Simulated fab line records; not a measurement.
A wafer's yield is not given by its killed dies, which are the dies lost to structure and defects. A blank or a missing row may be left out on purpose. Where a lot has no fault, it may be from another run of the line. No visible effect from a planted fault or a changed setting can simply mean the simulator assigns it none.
A lot that was struck, set against a sound lot | flow n5-finfet | 35 steps out of a route of 1938
Sound: wafers L168.2, L168.3, L168.5. Struck: wafer L178.2 (left out: L178.4, L178.6 of the same lot, which were not struck); the cause appears at the end.
Each step with rows lists, per side, the tool, then ch with its chambers, then its first start. Under that, the readings that differ: sound wafers | struck wafers | difference of the means | sigmas: that difference in standard deviations of wafers without a fault.
alike: a reading whose means differ by less than 2 such deviations, as well as words and numbers matching on both sides. not compared: withheld readings; readings where some wafer has no value; bounds like >300 that might hide an equal value; numbers whose values overlap and for which the record gives no deviation.
The two part at a step that has a row with sigmas, a row that says differs or no value, or rows on one side only. Numbers that have no deviation but don't overlap get no sigmas and don't part them. Lack of a reading on every wafer of one side parts them only where that side has two or more wafers.

first, 12 steps without rows for these wafers: N5_SD_EPI_P_ETCH_37 (etches SOC in N2/H2, overetch 108 nm, time 486 s); N5_SD_EPI_P_STRIP_38 (strips in N2/H2); N5_SD_EPI_P_ETCHBACK_46 (etches SiNx in CH3F/O2, stops on SiO2, target depth 17.5 nm); N5_SD_EPI_P_ETCH_47 (etches SiOCN in CH3F/O2, target depth 25 nm); N5_SD_EPI_P_ETCH_16 (etches SiO2 in CHF3/O2, target depth 5 nm); N5_SD_EPI_P_STRIP_50 (strips in CHF3/O2); N5_SD_EPI_P_SD_RECESS_17 (chemistry HBr/Cl2/O2, target depth 39.1 nm, bt time 3 s); N5_SD_EPI_P_WET_ETCH_45 (etches SiO2 in dHF, time 10.7 s, target depth 2 nm, rinse time 30 s); N5_SD_EPI_P_STRIP_40 (strips in N2/H2); N5_SD_EPI_P_PRECLEAN_52 (cleans in O3/DIW, time 60 s); N5_SD_EPI_P_SRD_20 (time 30 s); N5_SD_EPI_P_PRECLEAN_51 (cleans in NF3:NH3, afs cycles 1, time 20 s, sublimation time 60 s).
N5_SD_EPI_P_VAPOR_ETCH_44: etches SiGe30 in NF3/Ar, time 3.3 s.
  sound on epi-rpcvd-04 ch 0, day 3 09:16; struck on epi-rpcvd-04 ch 0, day 5 21:02
then, 20 steps without rows for these wafers: N5_SD_EPI_P_EPI_21 (deposits SiGe:B, time 355 s); N5_SD_EPI_P_HM_STRIP_48 (strips SiNx in H3PO4, material SiNx, target depth 3 nm); N5_SD_EPI_P_SRD_49 (time 30 s); N5_SD_EPI_P_PRECLEAN_24 (cleans in O3/DIW, time 45 s); N5_SD_EPI_P_PRECLEAN_32 (cleans in dHF, time 10 s); N5_SD_EPI_P_PRECLEAN_33 (cleans in SC2, time 45 s); N5_SD_EPI_P_SRD_25 (time 30 s); N5_SD_ACTIVATION_RTA_00 (time 0 s); N5_SD_ACTIVATION_LSA_01 (time 0.0008 s); N5_ILD0_LINER_00 (material SiNx, target thk 4 nm, pulse time 1 s, purge time 2 s); N5_ILD0_FCVD_FILL_01 (material SiO2 flowable, target thk 200 nm, time 328.3 s); N5_ILD0_CURE_02 (time 1800 s); N5_ILD0_CMP_03 (polishes, stops on SiNx, t overpolish 1.9 s, target thk 197.38 nm); N5_ILD0_CMP_07 (polishes SiO2 flowable, stops on poly-Si, t overpolish 1.18 s, target thk 138.88 nm); N5_ILD0_PRECLEAN_10 (cleans in NF3:NH3, afs cycles 5, time 20 s, sublimation time 60 s); N5_ILD0_ALD_15 (deposits SiNx, target thk 24 nm, pulse time 1 s, ald cycles 480); N5_ILD0_CMP_12 (polishes SiNx, stops on poly-Si, t overpolish 6 s, target thk 17.67 nm); N5_SDB_HM_DEP_00 (deposits SiNx from SiH4/NH3/N2, target thk 40 nm, time 35.3 s); N5_SDB_COAT_03 (time 60 s, resist thk 100 nm); N5_SDB_COAT_04 (time 60 s, resist thk 18 nm).
-- the record jumps here: 5 days lie between the struck wafers' starts before and after (it left off in module SDB and takes up again in module BEOL_M4, whose first step shown is number 1111 of the route) --
N5_BEOL_M4_RC_MEAS_101:
  sound on prober-01 ch 0, day 7 22:24; struck on prober-02 ch 0, day 10 11:26
  reading            | sound             | struck | difference | sigmas
  DIBL_P (mV/V)      | 34.7 34.9 36.6    | 50.5   | +15.1      | +8
  IOFF_P (nA/um)     | 0.22 0.22 0.25    | 1.12   | +0.89      | +30
  IOFF_P_85C (nA/um) | 3.7 3.9 4.3       | 15.2   | +11.2      | +26
  IOFF_P_LIN (nA/um) | 0.105 0.107 0.118 | 0.368  | +0.258     | +23
  ION_P (uA/um)      | 466 464 471       | 531    | +64        | +9
  REXT_P (ohm.um)    | 97.4 96.2 95.9    | 80.2   | -16.3      | -6
  SS_P (mV/dec)      | 73.6 72.7 73.6    | 76.5   | +3.2       | +5
  VT_P (mV)          | -248 -249 -244    | -220   | +27        | +9
  VT_P_LVT (mV)      | -96.0 -96.9 -94.1 | -73.0  | +22.7      | +8
  alike: DIBL_N, IOFF_N, ION_N, SS_N, VT_N
-- a jump in the record: the struck wafers' starts before and after are 5 days apart (it breaks off in module BEOL_M4 and resumes in module PASSIVATION, where the first step shown is number 1936 of the route) --
N5_PASSIVATION_PROBE_49:
  sound on prober-01, day 12 08:13; struck on prober-02, day 15 05:22
  reading                | sound          | struck | difference | sigmas
  killed_at_M0_to_M3     | 24 12 20       | 41     | +22        | +2
  killed-at-contacts     | 7 20 20        | 3      | -13        | -2
  sort_bin_4_leakage (%) | 0 0 0          | 90.51  | +90.51     | +99 or more
  sort_bin_6_memory (%)  | 2.5 2.3 3.6    | 4.1    | +1.3       | +2
  sort-n-pass            | 1098 1107 1073 | 0      | -1093      | -73
  sort-yield-pct (%)     | 93.1 93.8 90.9 | 0      | -93        | -71
  alike: defect-limited-yield, killed_at_M4_up, killed-at-front-end, killed-at-other, killed-dies, killed-open, killed-short, sort_bin_5_function

## WHERE THEY PART
Earliest at N5_BEOL_M4_RC_MEAS_101; latest, in this record, at N5_PASSIVATION_PROBE_49.

WHY: what had been put in by the simulator
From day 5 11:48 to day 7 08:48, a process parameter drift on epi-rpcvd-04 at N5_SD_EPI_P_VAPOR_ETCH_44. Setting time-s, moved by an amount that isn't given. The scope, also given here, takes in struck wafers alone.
